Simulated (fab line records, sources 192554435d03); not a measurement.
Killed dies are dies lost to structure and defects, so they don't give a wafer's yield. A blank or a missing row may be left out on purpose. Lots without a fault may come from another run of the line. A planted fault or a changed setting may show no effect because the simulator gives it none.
Split-lot experiment | flow n5_finfet | 7 lots, 39 wafers read, on a route of 1938 steps

THE SPLIT
At N5_SD_EPI_N_EPI_21 (deposits Si:P, time 690 s), the setting temp_c was moved away from the recipe's 680 C on 15 of the 39 wafers read, by -0.7% to +0.5%. The other wafers ran this setting at the recipe's value.

FROM THE SPLIT TO THE READING: what the file shows between them, 5 steps
- N5_SD_EPI_N_EPI_MEAS_23
- N5_SD_EPI_N_PRECLEAN_24: cleans in O3/DIW, time 60 s
- N5_SD_EPI_N_SRD_25: time 30 s
- N5_SD_ACTIVATION_RTA_00: time 0 s
- N5_SD_ACTIVATION_LSA_01: time 0.0008 s

THE READING
RS_SD_N, in ohm/sq, at N5_SD_ACTIVATION_RS_MEAS_03 (measures by four-point-probe). Fault-free wafers of this fab line usually give 21.8 ohm/sq, standard deviation 0.31 ohm/sq.

wafer  | tool, chamber at the split | temp_c as run, C | against the recipe | RS_SD_N, ohm/sq | against lot-mates on the recipe
L076.1 | epi_rpcvd-03, 0            | 680              | recipe             | 21.9            | -
L076.2 | epi_rpcvd-03, 0            | 675.6            | -0.6%              | 23.0            | +1.4
L076.3 | epi_rpcvd-03, 0            | 680              | recipe             | 21.3            | -
L076.4 | epi_rpcvd-03, 0            | 675.6            | -0.6%              | 23.0            | +1.4
L076.5 | epi_rpcvd-03, 0            | 680              | recipe             | 21.7            | -
L076.6 | epi_rpcvd-03, 0            | 675.6            | -0.6%              | 23.4            | +1.8
L077.1 | epi_rpcvd-01, 0            | 678.6            | -0.2%              | 22.0            | +0.4
L077.2 | epi_rpcvd-01, 0            | 678.6            | -0.2%              | 22.4            | +0.8
L077.3 | epi_rpcvd-01, 0            | 680              | recipe             | 21.8            | -
L077.4 | epi_rpcvd-01, 0            | 680              | recipe             | 21.6            | -
L077.5 | epi_rpcvd-01, 0            | 680              | recipe             | 21.5            | -
L077.6 | epi_rpcvd-01, 0            | 678.6            | -0.2%              | 21.9            | +0.3
L079.1 | epi_rpcvd-04, 0            | 680              | recipe             | 22.3            | -
L079.2 | epi_rpcvd-04, 0            | 683.2            | +0.5%              | 21.2            | -1.0
L079.3 | epi_rpcvd-04, 0            | 683.2            | +0.5%              | 21.0            | -1.2
L079.4 | epi_rpcvd-04, 0            | 683.2            | +0.5%              | 21.1            | -1.1
L079.5 | epi_rpcvd-04, 0            | 680              | recipe             | 22.3            | -
L079.6 | epi_rpcvd-04, 0            | 680              | recipe             | 21.9            | -
L083.1 | epi_rpcvd-01, 0            | 680              | recipe             | 22.0            | -
L083.2 | epi_rpcvd-01, 0            | 683.3            | +0.5%              | 20.7            | -1.2
L083.3 | epi_rpcvd-01, 0            | 683.3            | +0.5%              | 20.5            | -1.4
L083.4 | epi_rpcvd-01, 0            | 680              | recipe             | 21.9            | -
L083.5 | epi_rpcvd-01, 0            | 680              | recipe             | 21.9            | -
L083.6 | epi_rpcvd-01, 0            | 683.3            | +0.5%              | 20.8            | -1.1
L086.1 | epi_rpcvd-03, 0            | 675.4            | -0.7%              | 23.3            | +2.1
L086.2 | epi_rpcvd-03, 0            | 680              | recipe             | 21.2            | -
L086.3 | epi_rpcvd-03, 0            | 680              | recipe             | 21.2            | -
L086.4 | epi_rpcvd-03, 0            | 680              | recipe             | 21.1            | -
L086.5 | epi_rpcvd-03, 0            | 675.4            | -0.7%              | 23.1            | +1.9
L086.6 | epi_rpcvd-03, 0            | 675.4            | -0.7%              | 23.4            | +2.2
L089.1 | epi_rpcvd-03, 0            | 680              | recipe             | 21.9            | -
L089.2 | epi_rpcvd-03, 0            | 680              | recipe             | 21.5            | -
L089.3 | epi_rpcvd-03, 0            | 680              | recipe             | 21.8            | -
L089.4 | epi_rpcvd-03, 0            | 680              | recipe             | 21.4            | -
L089.5 | epi_rpcvd-03, 0            | 680              | recipe             | 21.6            | -
L089.6 | epi_rpcvd-03, 0            | 680              | recipe             | 21.3            | -
L093.3 | epi_rpcvd-04, 0            | 680              | recipe             | 21.5            | -
L093.4 | epi_rpcvd-04, 0            | 680              | recipe             | 22.0            | -
L093.5 | epi_rpcvd-04, 0            | 680              | recipe             | 21.8            | -

THE FIT
A straight line over all 39 wafers: RS_SD_N changes by -2.06 ohm/sq for each +1% of temp_c; r = -0.91; the points scatter about the line by 0.3 ohm/sq.
The same after taking each lot's own level away (the mean of its wafers on the recipe; 39 wafers): -2.61 ohm/sq for each +1%; r = -0.97; scatter 0.21 ohm/sq.
On that fit, the largest move of temp_c shifts the reading by 1.8 ohm/sq.
The lots' own levels span 21.17 to 22.17 ohm/sq, that is 3.2 times the standard deviation above.
So the lot-to-lot level changes the slope: the two fits differ.
Check: with one of the wafers moved furthest among these (-0.7%) left out of the fit, the line predicts +1.74 ohm/sq for it against its lot-mates. It came out at +2.13 ohm/sq against them.

OTHER SPLITS ON THESE WAFERS
These wafers also went through other splits before the reading. Each is held against what the fit with the lots' levels taken away leaves over:
other split on the same wafers  | wafers away from the commonest value | r with RS_SD_N (lot level and that fit taken away)
N5_FIN_CUT_ETCH_21 bias_w       | 9                                    | +0.19
N5_DUMMY_GATE_EXPOSE_12 dose_mj | 12                                   | +0.06

THE WHOLE CHAIN: every reading that the file lists as answering this split, in the file's order
step                        | what it does                 | reading                                                                         | change (the file's fit)              | r (the file's)
N5_SD_EPI_N_EPI_21          | deposits Si:P, time 690 s    | Si-P_of_SD_EPI_N_EPI_21.thk_nm (the simulator's own value, which no gauge read) | +7.21 nm for each +1% of the setting | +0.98
N5_SD_EPI_N_EPI_MEAS_23     |                              | thk_nm                                                                          | withheld for each +1% of the setting | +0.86
N5_SD_ACTIVATION_RS_MEAS_03 | measures by four-point-probe | RS_SD_N                                                                         | -2.6 for each +1% of the setting     | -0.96

THE FILE'S OWN FIT
RS_SD_N changes by -2.6 ohm/sq for each +1% of temp_c, r = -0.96.
